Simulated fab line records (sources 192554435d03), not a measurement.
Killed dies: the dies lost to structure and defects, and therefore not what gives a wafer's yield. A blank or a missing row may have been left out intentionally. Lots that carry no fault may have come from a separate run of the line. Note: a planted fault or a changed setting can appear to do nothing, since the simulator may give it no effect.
A struck lot beside a sound one || flow n5Finfet || 39 steps out of a route of 1938
Sound: these wafers, L244.2, L244.3, L244.6. Struck: wafers L253.2, L253.3, L253.4. At the end, the cause is stated.
Each step with rows lists, per side, the tool, then ch with its chambers, then its first start. Under that, the readings that differ: sound wafers || struck wafers || difference of the means || sigmas: that difference in standard deviations of wafers without a fault.
alike: readings with means less than 2 such deviations apart, plus words and numbers identical on both sides. not compared: withheld readings, readings lacking a value on some wafer, bounds such as >300 that could conceal the same value, and numbers that have no deviation in the record and whose values overlap.
The two part at a step that has a row with sigmas, a row that says differs or no value, or rows on one side only. When numbers do not overlap yet have no deviation, they are printed without sigmas and do not part them. A reading missing from all wafers of one side parts the sides only when that side holds two or more wafers.

first, 9 steps without rows for these wafers: N5_HKMG_FIN_DESCUM_17 (chemistry O2, time 7.9 s); N5_HKMG_FIN_ETCH_31 (etches SiARC in CF4, target depth 45.5 nm, time 75.8 s); N5_HKMG_FIN_ETCH_32 (etches SOC in N2/H2, target depth 240 nm, time 300 s); N5_HKMG_FIN_STRIP_33 (strips in N2/H2); N5_HKMG_FIN_STRIP_34 (strips in CF4); N5_HKMG_FIN_ETCH_35 (etches SOC in N2/H2, target depth 215.8 nm, time 243.4 s); N5_HKMG_FIN_STRIP_92 (strips SOC in N2/H2, time 20 s); N5_HKMG_FIN_WET_ETCH_18 (etches TiN in SC1, time 55 s, target depth 5.2 nm, rinse time 30 s); N5_HKMG_FIN_STRIP_19 (strips in N2/H2, time 360 s).
N5_HKMG_FIN_ALD_91: deposits TiN, target thk 1 nm, pulse time 1 s, purge time 3 s.
  sound on aldMetal-01 ch 0,3, day 5 02:03; struck on aldMetal-01 ch 0,2,3, day 7 04:28
{"reading": "heaterPowerW (W)", "sound": "950 971 951", "struck": "1090 1091 1240", "difference": "+183", "sigmas": "+2"}
{"reading": "susceptorTempC (C)", "sound": "399.48 399.86 400.11", "struck": "425.80 425.96 426.11", "difference": "+26.14", "sigmas": "+99 or more"}
  alike: precursorPulseHeightRel
then, 27 steps without rows for these wafers: N5_HKMG_FIN_COAT_85 (time 60 s, resist thk 300 nm); N5_HKMG_FIN_ETCH_86 (etches SOC in N2/H2, stops on TiN, target depth 393.2 nm); N5_HKMG_FIN_STRIP_89 (strips SOC in N2/H2, time 20 s); N5_HKMG_FIN_WET_ETCH_87 (etches TiN in SC1, time 154.2 s, target depth 4.7 nm, rinse time 30 s); N5_HKMG_FIN_STRIP_88 (strips in N2/H2, time 360 s); N5_HKMG_FIN_NWFM_ALD_20 (deposits TiAlC, target thk 2 nm, pulse time 3 s, purge time 2 s); N5_HKMG_FIN_ALD_71 (deposits TiN, target thk 1 nm, pulse time 1 s, purge time 3 s); N5_HKMG_FIN_COAT_66 (time 60 s, resist thk 300 nm); N5_HKMG_FIN_ETCH_67 (etches SOC in N2/H2, stops on TiN, target depth 388.9 nm); N5_HKMG_FIN_STRIP_90 (strips SOC in N2/H2, time 20 s); N5_HKMG_FIN_WET_ETCH_73 (etches the open film in SC1, time 42.3 s, target depth 1.3 nm, rinse time 30 s); N5_HKMG_FIN_ETCHBACK_68 (etches the open film in Cl2/Ar, stops on HfO2, target depth 0.5 nm); N5_HKMG_FIN_STRIP_69 (strips in N2/H2, time 360 s); N5_HKMG_FIN_ALD_21 (deposits TiN, target thk 1.5 nm, pulse time 1 s, purge time 3 s); N5_HKMG_FIN_ALD_72 (deposits W, target thk 2 nm, pulse time 1 s, purge time 2 s); N5_HKMG_FIN_W_FILL_22 (material W, target thk 60 nm, time 18.2 s); N5_HKMG_FIN_PRECLEAN_83 (cleans in DIW, time 57.5 s); N5_HKMG_FIN_SRD_84 (dry time 32 s); N5_HKMG_FIN_CMP_23 (polishes, stops on SiNx, t overpolish 10 s, target thk 46.326 nm); N5_HKMG_FIN_CMP_94 (polishes, stops on SiNx, t overpolish 4.7 s, target thk 43.299 nm); N5_GATE_CUT_ETCHBACK_00 (etches W in SF6/Cl2); N5_GATE_CUT_ETCH_56 (etches TiN in Cl2/Ar, target depth 21.6 nm); N5_GATE_CUT_ETCHBACK_30 (etches TiN in Cl2/Ar, target depth 3 nm); N5_GATE_CUT_VAPOR_ETCH_60 (etches HfO2 in BCl3/Cl2); N5_GATE_CUT_ETCH_58 (etches SiNx in CH3F/O2, target depth 17 nm, time 128.6 s); N5_GATE_CUT_STRIP_59 (strips in N2/H2, time 20 s); N5_GATE_CUT_PRECLEAN_31 (cleans in DIW, time 300 s).
-- the record jumps here: 4 days lie between the struck wafers' starts before and after (it left off in module GATE_CUT and takes up again in module BEOL_M4, whose first step shown is number 1111 of the route) --
N5_BEOL_M4_RC_MEAS_101:
  sound on prober-02 ch 0, day 9 10:59; struck on prober-01 ch 0, day 11 09:35
{"reading": "IOFF_N_LONG (nA/um)", "sound": "5.4e-05 5.5e-05 5.5e-05", "struck": "4.5e-05 4.4e-05 4.3e-05", "difference": -1.1e-05, "sigmas": -3}
{"reading": "VT_N (mV)", "sound": "249 246 248", "struck": "268 255 260", "difference": "+13", "sigmas": "+4"}
{"reading": "VT_N_LONG (mV)", "sound": "277.9 275.5 276.5", "struck": "284.7 281.8 286.4", "difference": "+7.7", "sigmas": "+3"}
{"reading": "VT_N_LVT (mV)", "sound": "94 94 96", "struck": "115 101 107", "difference": "+13", "sigmas": "+3"}
  alike: DIBL_N, DIBL_P, IOFF_N, IOFF_P, ION_N, ION_P, SS_N, SS_P, VT_P
-- the record jumps here: 4 days lie between the struck wafers' starts before and after (it left off in module BEOL_M4 and takes up again in module PASSIVATION, whose first step shown is number 1936 of the route) --
N5_PASSIVATION_PROBE_49:
  sound: prober-02 at day 13 18:42; struck: prober-01 at day 15 15:02
{"reading": "sort_bin_6_memory (%)", "sound": "1.8 2.3 2.7", "struck": "4.7 4.2 3.8", "difference": "+2.0", "sigmas": "+3"}
{"reading": "sort_bin_8_speed (%)", "sound": "0 0 0", "struck": "62.97 0 0", "difference": "+20.99", "sigmas": "+99 or more"}
{"reading": "sortNPass", "sound": "1110 1083 1078", "struck": "315 1061 1063", "difference": -277, "sigmas": -16}
{"reading": "sortYieldPct (%)", "sound": "94.1 91.8 91.4", "struck": "26.7 89.9 90.1", "difference": -23.5, "sigmas": -16}
  alike: defectLimitedYield, killed_at_M0_to_M3, killed_at_M4_up, killedAtContacts, killedAtFrontEnd, killedAtOther, killedDies, killedOpen, killedShort, sort_bin_5_function

WHERE THEY PART
Last at N5_PASSIVATION_PROBE_49 as far as this record goes, first at N5_HKMG_FIN_ALD_91.

WHY: what the simulator had put in
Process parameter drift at N5_HKMG_FIN_ALD_91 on aldMetal-01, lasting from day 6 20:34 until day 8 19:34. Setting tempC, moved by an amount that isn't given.
